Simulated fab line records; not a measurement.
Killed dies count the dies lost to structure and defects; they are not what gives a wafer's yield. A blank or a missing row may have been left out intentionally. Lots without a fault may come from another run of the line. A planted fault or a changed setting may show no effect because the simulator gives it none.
fab line records -- flow n5_finfet -- part 1 of 2: steps 1 to 20 of 27
[record] lots = 5, wafers = 15, last_day = 18
route steps=1938 shown BEOL_M13@1672
lots with no fault: from the same line, run without faults
start_h: hours from the record's first day to the start of the lot's first wafer shown -- wait_h: hours since the lot's step before -- " as in the row above -- L1.1+2: a row that stands for several wafers -- - no value, or no start given -- * or withheld: withheld -- < > ~ a bound
route shown NAME@n: names a module that has steps shown in the file, with the first one's number in the route -- usual: mean/standard deviation of fault-free wafers -- same: alike in all rows -- chamber/n: place in a boat -- sites: readings site by site -- _std_site: their standard deviation -- _edge_site: mean of outer sites minus mean of inner sites -- radius_mm: how far each site lies from the wafer's centre -- mask NAME#n: copy n -- behind: the last tool/chamber to shape the wafer -- hold: why the lot went on hold/how many hours it stayed there/how the hold came to an end -- device: names the non-switching transistor (n, p or np) -- end of line: the tests these same wafers got at the end of their route -- for a step that has no rows: nothing shown but its recipe -- killed: not the wafer's yield, but the dies lost to structure and defects at the first sort -- map: per-die view of a wafer (x killed, . not killed, _ where there is no die)
set.NAME: the run value of the setting; set.NAME@STEP: its run value at that earlier step -- model.NAME: the simulator's own value behind a step, which no gauge read
lots at some steps of the route; a table a step, a row a wafer
services: the hour from which a tool's chamber was out of use, counted from the record's first day as start_h (under 0 if before that day), plus the number of hours and why
[[steps]]
[step N5_BEOL_M13_DESCUM_15]
[recipe] chemistry = O2, time_s = 7.9, source_power_w = 50, bias_power_w = 20, pressure_mtorr = 20, rf_frequency_hz = 2.712e+07, temp_c = 40, o2_flow_sccm = 225
[usual] drypump_motor_current_A = 5.6/0.48, o2_flow_sccm = 225.0/0.62, oes_product_au = 0.84/0.098, rf_vpp_V = 243.6/1.4, showerhead_plenum_p_Torr = 2.12/0.077, throttle_valve_pct = 20.23/0.25
lot.wafer,tool,chamber,start_h,wait_h,drypump_motor_current_A,o2_flow_sccm,oes_product_au,rf_hours_counter_h,rf_vpp_V,showerhead_plenum_p_Torr,throttle_valve_pct
L080.3,rie_diel-03,1,312.32,0.0,6.4,226.6,0.88,32,242.0,2.04,19.92
L080.5,rie_diel-03,3,312.32,0.0,5.2,224.0,0.79,-,242.9,2.10,20.17
L080.6,rie_diel-03,0,312.32,0.0,5.1,225.6,0.69,-,243.5,2.14,20.45
L081.1,rie_diel-02,3,314.84,0.0,6.0,224.4,0.70,232,240.8,1.98,20.48
L081.5,rie_diel-02,0,314.84,0.0,5.0,224.9,0.95,-,244.3,2.15,19.78
L081.6,rie_diel-02,1,314.84,0.0,6.4,224.6,0.73,-,241.6,2.01,20.63
L088.2,rie_diel-03,1,366.28,0.0,6.4,224.7,0.85,52,242.1,2.04,19.98
L088.4,rie_diel-03,2,366.28,0.0,5.6,224.7,0.90,-,243.8,2.12,19.94
L088.5,rie_diel-03,1,366.28,0.0,6.4,224.8,0.85,-,243.0,2.04,19.97
L092.1,rie_diel-05,1,384.02,0.0,5.4,224.8,0.79,109,246.0,2.19,20.17
L092.2,rie_diel-05,2,384.02,0.0,5.6,224.8,0.91,38,245.9,2.25,20.39
L092.6,rie_diel-05,2,384.02,0.0,5.6,224.5,0.90,-,243.5,2.25,20.40
L090.1,rie_diel-03,0,387.41,0.0,5.1,224.3,0.98,5,243.7,2.13,20.00
L090.2,rie_diel-03,2,387.41,0.0,5.7,225.4,0.90,37,244.1,2.11,19.95
L090.3,rie_diel-03,3,387.41,0.0,5.2,225.4,0.76,119,243.2,2.09,20.23
[step N5_BEOL_M13_ETCH_59]
[recipe] chemistry = N2/H2, target = BARC, target_depth_a = 890, overetch_a = 267, time_s = 67.9, ion_energy_ev = 200, pressure_mtorr = 30, source_w = 840, bias_w = 150, n2_flow_sccm = 200, h2_flow_sccm = 200
[usual] drypump_motor_current_A = 5.6/0.48, oes_product_au = 0.71/0.078, rf_vpp_V = 524.8/2.5, showerhead_plenum_p_Torr = 2.56/0.091, throttle_valve_pct = 17.60/0.22
lot.wafer,tool,chamber,start_h,wait_h,drypump_motor_current_A,oes_product_au,rf_hours_counter_h,rf_vpp_V,showerhead_plenum_p_Torr,throttle_valve_pct
L080.3,rie_diel-03,1,312.35,0.0,6.4,0.76,32,521.3,2.47,17.35
L080.5,rie_diel-03,3,312.35,0.0,5.2,0.67,-,522.3,2.57,17.76
L080.6,rie_diel-03,0,312.35,0.0,5.1,0.59,-,524.3,2.60,17.83
L081.1,rie_diel-02,3,314.88,0.0,6.0,0.61,232,519.3,2.38,17.77
L081.5,rie_diel-02,0,314.88,0.0,5.0,0.79,-,526.6,2.60,17.23
L081.6,rie_diel-02,1,314.88,0.0,6.4,0.63,-,520.7,2.42,17.92
L088.2,rie_diel-03,1,366.32,0.0,6.4,0.73,52,523.2,2.47,17.39
L088.4,rie_diel-03,2,366.32,0.0,5.7,0.76,-,525.9,2.59,17.52
L088.5,rie_diel-03,1,366.32,0.0,6.4,0.72,-,520.7,2.47,17.37
L092.1,rie_diel-05,1,384.06,0.0,5.5,0.69,109,528.1,2.66,17.59
L092.2,rie_diel-05,2,384.06,0.0,5.6,0.76,38,527.1,2.69,17.59
L092.6,rie_diel-05,2,384.06,0.0,5.6,0.76,-,527.9,2.69,17.58
L090.1,rie_diel-03,0,387.44,0.0,5.1,0.83,5,526.6,2.59,17.38
L090.2,rie_diel-03,2,387.44,0.0,5.6,0.75,37,525.7,2.59,17.53
L090.3,rie_diel-03,3,387.44,0.0,5.2,0.65,119,523.5,2.56,17.82
[step N5_BEOL_M13_VIA_ETCH_16]
[recipe] chemistry = C4F8/O2/Ar, target = SiOC, pressure_mtorr = 30, source_w = 3000, bias_w = 700, Ar_flow_sccm = 400, C4F8_flow_sccm = 15, O2_flow_sccm = 8, he_inner_torr = 15, he_outer_torr = 30, target_depth_a = 9217, time_s = withheld, ion_energy_ev = 250, ends = cleared
[usual] drypump_motor_current_A = 5.6/0.48, oes_product_au = 0.75/0.087, rf_vpp_V = 667/3.2, showerhead_plenum_p_Torr = 3.46/0.11, throttle_valve_pct = 24.00/0.24
lot.wafer,tool,chamber,start_h,wait_h,drypump_motor_current_A,oes_product_au,rf_vpp_V,showerhead_plenum_p_Torr,throttle_valve_pct
L080.3,rie_diel-03,1,312.40,0.0,6.4,0.79,664,3.35,23.75
L080.5,rie_diel-03,3,312.40,0.0,5.2,0.71,666,3.47,24.18
L080.6,rie_diel-03,0,312.40,0.0,5.1,0.63,669,3.49,24.12
L081.1,rie_diel-02,3,314.93,0.0,6.0,0.63,659,3.26,24.32
L081.5,rie_diel-02,0,314.93,0.0,5.0,0.86,669,3.49,23.56
L081.6,rie_diel-02,1,314.93,0.0,6.4,0.65,661,3.29,24.43
L088.2,rie_diel-03,1,366.37,0.0,6.4,0.76,663,3.34,23.77
L088.4,rie_diel-03,2,366.37,0.0,5.6,0.80,668,3.46,23.74
L088.5,rie_diel-03,1,366.37,0.0,6.3,0.76,662,3.34,23.78
L092.1,rie_diel-05,1,384.11,0.0,5.4,0.72,671,3.60,24.10
L092.2,rie_diel-05,2,384.11,0.0,5.6,0.82,671,3.62,24.03
L092.6,rie_diel-05,2,384.11,0.0,5.6,0.81,670,3.62,24.04
L090.1,rie_diel-03,0,387.49,0.0,5.1,0.88,669,3.48,23.78
L090.2,rie_diel-03,2,387.49,0.0,5.6,0.80,667,3.46,23.75
L090.3,rie_diel-03,3,387.49,0.0,5.2,0.70,665,3.46,24.21
[step N5_BEOL_M13_STRIP_63]
[recipe] chemistry = N2/H2, power_w = 1000, temp_c = 250, h2_frac = 0.65, overash_fraction = 0.3, pressure_mtorr = 1000, n2_flow_sccm = 1750, h2_flow_sccm = 3250
[usual] drypump_motor_current_A = 5.9/0.47, heater_power_w = 343/21, oes_product_au = 0.674/0.0044, strip_time_to_endpoint_s = 27.7/1.1
lot.wafer,tool,chamber,start_h,wait_h,drypump_motor_current_A,heater_power_w,oes_product_au,rf_hours_counter_h,strip_time_to_endpoint_s
L080.3,plasma_asher-01,1,312.66,-,6.5,356,0.677,-,27.7
L080.5,plasma_asher-01,0,312.66,-,5.6,326,0.683,-,27.7
L080.6,plasma_asher-01,1,312.66,-,6.5,367,0.666,-,26.5
L081.1,plasma_asher-02,1,315.16,-,5.9,320,0.682,81,28.8
L081.5,plasma_asher-02,1,315.16,-,5.9,317,0.685,-,25.9
L081.6,plasma_asher-02,0,315.16,-,5.2,366,0.671,-,28.4
L088.2,plasma_asher-02,0,366.61,-,5.2,356,0.672,90,28.7
L088.4,plasma_asher-02,0,366.61,-,5.3,356,0.669,-,27.4
L088.5,plasma_asher-02,0,366.61,-,5.2,368,0.668,-,25.8
L092.1,plasma_asher-01,0,384.34,-,5.6,321,0.675,149,26.8
L092.2,plasma_asher-01,1,384.34,-,6.4,364,0.677,149,27.3
L092.6,plasma_asher-01,0,384.34,-,5.6,317,0.673,-,25.5
L090.1,plasma_asher-02,1,387.73,-,5.9,329,0.682,95,27.9
L090.2,plasma_asher-02,0,387.73,-,5.2,369,0.672,95,28.8
L090.3,plasma_asher-02,1,387.73,-,5.9,316,0.677,-,27.3
[step N5_BEOL_M13_STRIP_64]
[recipe] chemistry = N2/H2, power_w = 1000, temp_c = 250, h2_frac = 0.65, overash_fraction = 0.3, pressure_mtorr = withheld, n2_flow_sccm = 1750, h2_flow_sccm = 3250
[usual] drypump_motor_current_A = 5.9/0.47, heater_power_w = 342/21, oes_product_au = 0.715/0.0049, strip_time_to_endpoint_s = 31.33/0.07
lot.wafer,tool,chamber,start_h,wait_h,drypump_motor_current_A,heater_power_w,oes_product_au,rf_hours_counter_h,strip_time_to_endpoint_s
L080.3,plasma_asher-01,1,312.72,0.0,6.4,359,0.721,-,31.26
L080.5,plasma_asher-01,0,312.72,0.0,5.6,325,0.718,-,31.26
L080.6,plasma_asher-01,1,312.72,0.0,6.4,362,0.707,-,31.32
L081.1,plasma_asher-02,1,315.22,0.0,5.9,320,0.714,81,31.35
L081.5,plasma_asher-02,1,315.22,0.0,5.9,317,0.712,-,31.31
L081.6,plasma_asher-02,0,315.22,0.0,5.2,359,0.715,-,31.30
L088.2,plasma_asher-02,0,366.67,0.0,5.2,372,0.713,90,31.40
L088.4,plasma_asher-02,0,366.67,0.0,5.2,361,0.727,-,31.36
L088.5,plasma_asher-02,0,366.67,0.0,5.2,358,0.717,-,31.32
L092.1,plasma_asher-01,0,384.40,0.0,5.6,332,0.716,149,31.38
L092.2,plasma_asher-01,1,384.40,0.0,6.5,372,0.720,149,31.38
L092.6,plasma_asher-01,0,384.40,0.0,5.6,316,0.713,-,31.33
L090.1,plasma_asher-02,1,387.79,0.0,5.9,313,0.711,95,31.32
L090.2,plasma_asher-02,0,387.79,0.0,5.2,366,0.717,95,31.34
L090.3,plasma_asher-02,1,387.79,0.0,5.9,310,0.721,-,31.34
[step N5_BEOL_M13_STRIP_71]
[recipe] chemistry = post_etch_residue_remover, time_s = 60, temp_c = 25, remover_ph = withheld, remover_water_wt_pct = withheld, remover_fluoride_wt_pct = withheld
lot.wafer,tool,chamber,start_h,wait_h
L080.3+5+6,wet_bench-01,"2,7,0",312.79,0.1
L081.1+5+6,wet_bench-04,"7,0,6",315.31,0.1
L088.2+4+5,wet_bench-02,"2,4,5",366.75,0.1
L092.1+2+6,wet_bench-04,"4,5,7",384.49,0.1
L090.1+2+3,wet_bench-01,"1,6,2",387.88,0.1
[step N5_BEOL_M13_SRD_72]
[recipe] time_s = 30, temp_c = 23, rinse_liquid = diw, dry = n2_spin, spin_rpm = 1500, dry_time_s = 30
[usual] do_supply_ppb = 10.01/0.1
lot.wafer,tool,chamber,start_h,wait_h,do_supply_ppb
L080.3,wet_bench-01,2,312.82,0.0,9.82
L080.5,wet_bench-01,7,312.82,0.0,10.16
L080.6,wet_bench-01,0,312.82,0.0,9.76
L081.1,wet_bench-04,7,315.33,0.0,10.01
L081.5,wet_bench-04,0,315.33,0.0,9.92
L081.6,wet_bench-04,6,315.33,0.0,9.95
L088.2,wet_bench-02,2,366.77,0.0,9.88
L088.4,wet_bench-02,4,366.77,0.0,9.81
L088.5,wet_bench-02,5,366.77,0.0,9.97
L092.1,wet_bench-04,4,384.51,0.0,9.94
L092.2,wet_bench-04,5,384.51,0.0,9.99
L092.6,wet_bench-04,7,384.51,0.0,10.15
L090.1,wet_bench-01,1,387.90,0.0,10.00
L090.2,wet_bench-01,6,387.90,0.0,9.91
L090.3,wet_bench-01,2,387.90,0.0,9.96
[step N5_BEOL_M13_CD_MEAS_17]
[recipe] target_cd_nm = 190, polarity = opening
[usual] cd_nm = 190.1/1.6
lot.wafer,tool,chamber,start_h,wait_h,cd_nm
L080.3,cd_sem-02,-,312.86,0.0,192.2
L080.5,cd_sem-02,-,312.86,0.0,189.8
L080.6,cd_sem-02,-,312.86,0.0,191.3
L081.1,cd_sem-02,-,315.37,0.0,188.4
L081.5,cd_sem-02,-,315.37,0.0,192.1
L081.6,cd_sem-02,-,315.37,0.0,188.6
L088.2,cd_sem-02,-,366.81,0.0,192.0
L088.4,cd_sem-02,-,366.81,0.0,191.7
L088.5,cd_sem-02,-,366.81,0.0,192.4
L092.1,cd_sem-03,-,384.55,0.0,190.8
L092.2,cd_sem-03,-,384.55,0.0,190.0
L092.6,cd_sem-03,-,384.55,0.0,190.2
L090.1,cd_sem-03,-,387.94,0.0,192.3
L090.2,cd_sem-03,-,387.94,0.0,190.2
L090.3,cd_sem-03,-,387.94,0.0,190.8
[step N5_BEOL_M13_COAT_65]
[recipe] resist = SOC, temp_c = 250, time_s = 60, spin_rpm = 1500, resist_thk_nm = 350
[usual] exhaust_pa = 44.8/0.86, plate_temp_C = 250.02/0.17
lot.wafer,tool,chamber,start_h,wait_h,exhaust_pa,plate_temp_C
L080.3,litho_track-02,0,312.89,0.0,46.1,250.23
L080.5,litho_track-02,0,312.89,0.0,46.0,250.03
L080.6,litho_track-02,0,312.89,0.0,44.1,250.19
L081.1,litho_track-03,0,315.41,0.0,44.6,249.96
L081.5,litho_track-03,0,315.41,0.0,45.4,249.94
L081.6,litho_track-03,0,315.41,0.0,45.6,250.01
L088.2,litho_track-05,0,366.85,0.0,44.0,249.81
L088.4,litho_track-05,0,366.85,0.0,44.3,249.96
L088.5,litho_track-05,0,366.85,0.0,45.3,249.90
L092.1,litho_track-02,0,384.59,0.0,45.2,250.17
L092.2,litho_track-02,0,384.59,0.0,46.5,250.27
L092.6,litho_track-02,0,384.59,0.0,45.0,250.10
L090.1,litho_track-05,0,387.97,0.0,44.8,250.22
L090.2,litho_track-05,0,387.97,0.0,43.7,250.18
L090.3,litho_track-05,0,387.97,0.0,45.1,250.27
[step N5_BEOL_M13_COAT_66]
[recipe] resist = SiARC, temp_c = 220, time_s = 60, spin_rpm = 1500, resist_thk_nm = 110
[usual] exhaust_pa = 45.0/0.92, plate_temp_C = 220.01/0.18
lot.wafer,tool,chamber,start_h,wait_h,exhaust_pa,plate_temp_C
L080.3,litho_track-02,0,-,-,44.8,220.00
L080.5,litho_track-02,0,-,-,44.7,220.02
L080.6,litho_track-02,0,-,-,45.1,219.89
L081.1,litho_track-03,0,-,-,44.8,220.05
L081.5,litho_track-03,0,-,-,44.2,220.16
L081.6,litho_track-03,0,-,-,44.4,219.95
L088.2,litho_track-05,0,-,-,44.4,220.12
L088.4,litho_track-05,0,-,-,44.9,219.99
L088.5,litho_track-05,0,-,-,44.2,220.04
L092.1,litho_track-02,0,-,-,45.5,220.01
L092.2,litho_track-02,0,-,-,46.2,219.93
L092.6,litho_track-02,0,-,-,45.3,220.15
L090.1,litho_track-05,0,-,-,46.3,220.26
L090.2,litho_track-05,0,-,-,45.9,220.16
L090.3,litho_track-05,0,-,-,44.4,219.98
[step N5_BEOL_M13_COAT_22]
[recipe] spin_rpm = 2888, resist_thk_nm = 300
[usual] exhaust_pa = 45.0/0.92
lot.wafer,tool,chamber,start_h,wait_h,exhaust_pa
L080.3,litho_track-02,0,-,-,45.0
L080.5,litho_track-02,0,-,-,44.5
L080.6,litho_track-02,0,-,-,46.0
L081.1,litho_track-03,0,-,-,43.7
L081.5,litho_track-03,0,-,-,45.6
L081.6,litho_track-03,0,-,-,44.4
L088.2,litho_track-05,0,-,-,44.4
L088.4,litho_track-05,0,-,-,46.2
L088.5,litho_track-05,0,-,-,46.0
L092.1,litho_track-02,0,-,-,45.9
L092.2,litho_track-02,0,-,-,46.5
L092.6,litho_track-02,0,-,-,45.5
L090.1,litho_track-05,0,-,-,45.8
L090.2,litho_track-05,0,-,-,44.9
L090.3,litho_track-05,0,-,-,43.8
[step N5_BEOL_M13_EBR_24]
[recipe] solvent = PGMEA, ebr_width_mm = 1.5
[usual] exhaust_pa = 45.0/0.82
lot.wafer,tool,chamber,start_h,wait_h,exhaust_pa
L080.3,litho_track-02,0,-,-,44.4
L080.5,litho_track-02,0,-,-,43.0
L080.6,litho_track-02,0,-,-,43.6
L081.1,litho_track-03,0,-,-,45.6
L081.5,litho_track-03,0,-,-,45.1
L081.6,litho_track-03,0,-,-,44.2
L088.2,litho_track-05,0,-,-,45.7
L088.4,litho_track-05,0,-,-,44.6
L088.5,litho_track-05,0,-,-,45.2
L092.1,litho_track-02,0,-,-,44.8
L092.2,litho_track-02,0,-,-,45.5
L092.6,litho_track-02,0,-,-,44.8
L090.1,litho_track-05,0,-,-,43.5
L090.2,litho_track-05,0,-,-,43.8
L090.3,litho_track-05,0,-,-,44.2
[step N5_BEOL_M13_SOFTBAKE_23]
[recipe] temp_c = 130, time_s = 60
[usual] exhaust_pa = 45.0/0.85, plate_temp_C = 130.02/0.14
lot.wafer,tool,chamber,start_h,wait_h,exhaust_pa,plate_temp_C
L080.3,litho_track-02,0,-,-,45.3,130.24
L080.5,litho_track-02,0,-,-,45.1,129.90
L080.6,litho_track-02,0,-,-,44.9,129.91
L081.1,litho_track-03,0,-,-,45.6,130.14
L081.5,litho_track-03,0,-,-,44.6,130.01
L081.6,litho_track-03,0,-,-,46.0,129.87
L088.2,litho_track-05,0,-,-,42.7,130.00
L088.4,litho_track-05,0,-,-,42.5,129.98
L088.5,litho_track-05,0,-,-,43.9,130.21
L092.1,litho_track-02,0,-,-,45.5,129.65
L092.2,litho_track-02,0,-,-,44.0,129.77
L092.6,litho_track-02,0,-,-,45.6,129.95
L090.1,litho_track-05,0,-,-,44.5,130.03
L090.2,litho_track-05,0,-,-,44.1,129.89
L090.3,litho_track-05,0,-,-,44.4,129.97
[step N5_BEOL_M13_EXPOSE_25]
[recipe] mask_id = M13, na = 0.93, source_shape = conventional, sigma_outer = 0.4, polarization = unpolarized, target_cd_nm = 210, dose_mj = 22
[same] na = 0.93
lot.wafer,tool,chamber,start_h,wait_h,mask
L080.3+5+6,krf_scanner-01,0,313.15,-,M13#0
L081.1+5+6,krf_scanner-01,0,315.53,-,M13#0
L088.2+4+5,krf_scanner-02,0,366.97,-,M13#0
L092.1+2+6,krf_scanner-02,0,384.83,-,M13#0
L090.1+2+3,krf_scanner-01,0,388.22,-,M13#0
[step N5_BEOL_M13_PEB_26]
[recipe] peb_temp_c = 130, peb_time_s = 90
[usual] exhaust_pa = 45.0/0.87, plate_temp_C = 129.95/0.14
lot.wafer,tool,chamber,start_h,wait_h,exhaust_pa,plate_temp_C
L080.3,litho_track-05,0,313.20,0.0,44.2,129.93
L080.5,litho_track-05,0,313.20,0.0,43.4,129.96
L080.6,litho_track-05,0,313.20,0.0,43.0,129.74
L081.1,litho_track-05,0,315.58,0.1,45.8,129.84
L081.5,litho_track-05,0,315.58,0.1,45.9,129.86
L081.6,litho_track-05,0,315.58,0.1,44.9,130.08
L088.2,litho_track-02,0,367.02,0.0,44.8,129.93
L088.4,litho_track-02,0,367.02,0.0,44.7,129.75
L088.5,litho_track-02,0,367.02,0.0,44.1,130.13
L092.1,litho_track-03,0,384.89,0.1,45.8,130.07
L092.2,litho_track-03,0,384.89,0.1,44.0,129.82
L092.6,litho_track-03,0,384.89,0.1,45.6,129.94
L090.1,litho_track-03,0,388.27,0.1,44.0,129.82
L090.2,litho_track-03,0,388.27,0.1,44.8,129.93
L090.3,litho_track-03,0,388.27,0.1,44.1,130.03
[step N5_BEOL_M13_DEVELOP_27]
[recipe] develop_time_s = 45, rinse_liquid = diw, dry = air_spin, dev_temp_c = 21
[usual] exhaust_pa = 45.1/0.86
lot.wafer,tool,chamber,start_h,wait_h,exhaust_pa
L080.3,litho_track-05,0,-,-,44.5
L080.5,litho_track-05,0,-,-,43.2
L080.6,litho_track-05,0,-,-,46.7
L081.1,litho_track-05,0,-,-,43.7
L081.5,litho_track-05,0,-,-,44.8
L081.6,litho_track-05,0,-,-,45.3
L088.2,litho_track-02,0,-,-,45.1
L088.4,litho_track-02,0,-,-,43.8
L088.5,litho_track-02,0,-,-,45.1
L092.1,litho_track-03,0,-,-,45.5
L092.2,litho_track-03,0,-,-,46.3
L092.6,litho_track-03,0,-,-,45.8
L090.1,litho_track-03,0,-,-,45.3
L090.2,litho_track-03,0,-,-,44.9
L090.3,litho_track-03,0,-,-,45.1
[step N5_BEOL_M13_HARDBAKE_32]
[recipe] temp_c = 130, time_s = 120
[usual] exhaust_pa = 45.3/0.88, plate_temp_C = 130.02/0.17
lot.wafer,tool,chamber,start_h,wait_h,exhaust_pa,plate_temp_C
L080.3,litho_track-05,0,-,-,44.2,129.93
L080.5,litho_track-05,0,-,-,45.6,130.03
L080.6,litho_track-05,0,-,-,44.3,129.97
L081.1,litho_track-05,0,-,-,45.5,130.14
L081.5,litho_track-05,0,-,-,45.6,129.83
L081.6,litho_track-05,0,-,-,45.2,129.97
L088.2,litho_track-02,0,-,-,46.1,130.00
L088.4,litho_track-02,0,-,-,47.4,130.03
L088.5,litho_track-02,0,-,-,46.0,129.92
L092.1,litho_track-03,0,-,-,46.1,130.16
L092.2,litho_track-03,0,-,-,48.3,130.02
L092.6,litho_track-03,0,-,-,46.2,130.22
L090.1,litho_track-03,0,-,-,45.7,129.99
L090.2,litho_track-03,0,-,-,44.8,130.34
L090.3,litho_track-03,0,-,-,46.3,130.18
[step N5_BEOL_M13_CD_MEAS_28]
[recipe] target_cd_nm = 209.5, landing_energy_ev = 500, detector = se_inlens
[usual] cd_nm = 209.8/1
lot.wafer,tool,chamber,start_h,wait_h,cd_nm
L080.3,cd_sem-03,0,313.31,-,210.9
L080.5,cd_sem-03,0,313.31,-,209.8
L080.6,cd_sem-03,0,313.31,-,211.4
L081.1,cd_sem-03,0,315.70,-,211.1
L081.5,cd_sem-03,0,315.70,-,209.9
L081.6,cd_sem-03,0,315.70,-,209.8
L088.2,cd_sem-03,0,367.14,-,208.5
L088.4,cd_sem-03,0,367.14,-,210.1
L088.5,cd_sem-03,0,367.14,-,210.6
L092.1,cd_sem-01,0,385.00,-,211.2
L092.2,cd_sem-01,0,385.00,-,209.9
L092.6,cd_sem-01,0,385.00,-,210.1
L090.1,cd_sem-03,0,388.39,-,207.7
L090.2,cd_sem-03,0,388.39,-,210.5
L090.3,cd_sem-03,0,388.39,-,209.3
[step N5_BEOL_M13_OVL_MEAS_29]
[recipe] points_per_wafer = 44
[usual] M13_OVL = -1/4.9
lot.wafer,tool,chamber,start_h,wait_h,M13_OVL[nm]
L080.3,overlay-02,0,313.34,0.0,4
L080.5,overlay-02,0,313.34,0.0,2
L080.6,overlay-02,0,313.34,0.0,2
L081.1,overlay-01,0,315.73,0.0,-6
L081.5,overlay-01,0,315.73,0.0,-2
L081.6,overlay-01,0,315.73,0.0,-6
L088.2,overlay-02,0,367.17,0.0,11
L088.4,overlay-02,0,367.17,0.0,2
L088.5,overlay-02,0,367.17,0.0,-4
L092.1,overlay-01,0,385.03,0.0,1
L092.2,overlay-01,0,385.03,0.0,-8
L092.6,overlay-01,0,385.03,0.0,-6
L090.1,overlay-01,0,388.42,0.0,9
L090.2,overlay-01,0,388.42,0.0,-3
L090.3,overlay-01,0,388.42,0.0,3
[step N5_BEOL_M13_INSPECT_30]
[recipe] mode = adi, inspect_instrument = macro
[usual] raw_defect_count = 2.1/1.5
lot.wafer,tool,chamber,start_h,wait_h,raw_defect_count
L080.3,defect_inspect-01,-,313.53,0.2,1
L080.5,defect_inspect-01,-,313.53,0.2,2
L080.6,defect_inspect-01,-,313.53,0.2,3
L081.1,defect_inspect-01,-,315.76,0.0,2
L081.5,defect_inspect-01,-,315.76,0.0,2
L081.6,defect_inspect-01,-,315.76,0.0,0
L088.2,defect_inspect-01,-,367.19,0.0,2
L088.4,defect_inspect-01,-,367.19,0.0,1
L088.5,defect_inspect-01,-,367.19,0.0,5
L092.1,defect_inspect-01,-,385.06,0.0,1
L092.2,defect_inspect-01,-,385.06,0.0,1
L092.6,defect_inspect-01,-,385.06,0.0,5
L090.1,defect_inspect-02,-,388.44,0.0,1
L090.2,defect_inspect-02,-,388.44,0.0,1
L090.3,defect_inspect-02,-,388.44,0.0,2
